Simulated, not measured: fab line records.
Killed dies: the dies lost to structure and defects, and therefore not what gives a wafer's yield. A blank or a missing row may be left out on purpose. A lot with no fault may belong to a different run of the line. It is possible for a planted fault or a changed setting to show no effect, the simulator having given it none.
Matching of chambers | flow n5-finfet | rie-diel-01 running N5_BEOL_M0_CUTY_ETCH_62: 4 sister chambers
The step etches SiARC in CF4, time 58.5 s. 8 wafers are shown with their chamber, then 12 later ones without.

WAFERS PAIRED WITH THEIR CHAMBERS
wafer  | chamber | showerhead-plenum-p-Torr (Torr) | oes-product-au (a.u.)
L082.5 | 0       | 2.22                            | 0.59
L083.4 | 1       | 2.11                            | 0.79
L085.1 | 2       | 2.12                            | 0.58
L085.2 | 3       | 2.05                            | 0.61
L085.4 | 1       | 2.10                            | 0.78
L087.1 | 3       | 2.05                            | 0.60
L087.2 | 2       | 2.12                            | 0.57
L087.3 | 0       | 2.21                            | 0.59

WAFERS WITH NO CHAMBER GIVEN
wafer  | showerhead-plenum-p-Torr (Torr) | oes-product-au (a.u.)
L089.2 | 2.21                            | 0.58
L089.3 | 2.05                            | 0.61
L089.6 | 2.10                            | 0.77
L090.1 | 2.05                            | 0.61
L090.3 | 2.10                            | 0.77
L090.5 | 2.10                            | 0.77
L096.1 | 2.10                            | 0.73
L096.5 | 2.04                            | 0.59
L096.6 | 2.20                            | 0.58
L097.2 | 2.04                            | 0.60
L097.3 | 2.10                            | 0.74
L097.6 | 2.04                            | 0.60

CHAMBER TAKEN BY EACH
wafer  | from the rows above | in truth
L089.2 | 0                   | 0
L089.3 | 3                   | 3
L089.6 | 1                   | 1
L090.1 | 3                   | 3
L090.3 | 1                   | 1
L090.5 | 1                   | 1
L096.1 | 1                   | 1
L096.5 | 3                   | 3
L096.6 | 0                   | 0
L097.2 | 3                   | 3
L097.3 | 1                   | 1
L097.6 | 3                   | 3
Correct placement for 12 of the 12. Left unplaced by these rows: 0. 0 placed wrongly.
How it was worked out, from the rows above alone: a wafer's distance from a chamber is the root of the sum, over the readings, of the square of ((its reading less the chamber's mean) divided by the reading's scatter). If the next closest chamber is less than 2 further off than the closest, the wafer can't be placed; otherwise it belongs to the closest. Each chamber's mean is taken over the wafers shown for it. How the scatter is found: for the shown wafers, subtract from each reading the mean of its chamber, square and add these, divide the total by (wafers less chambers), then take the root.
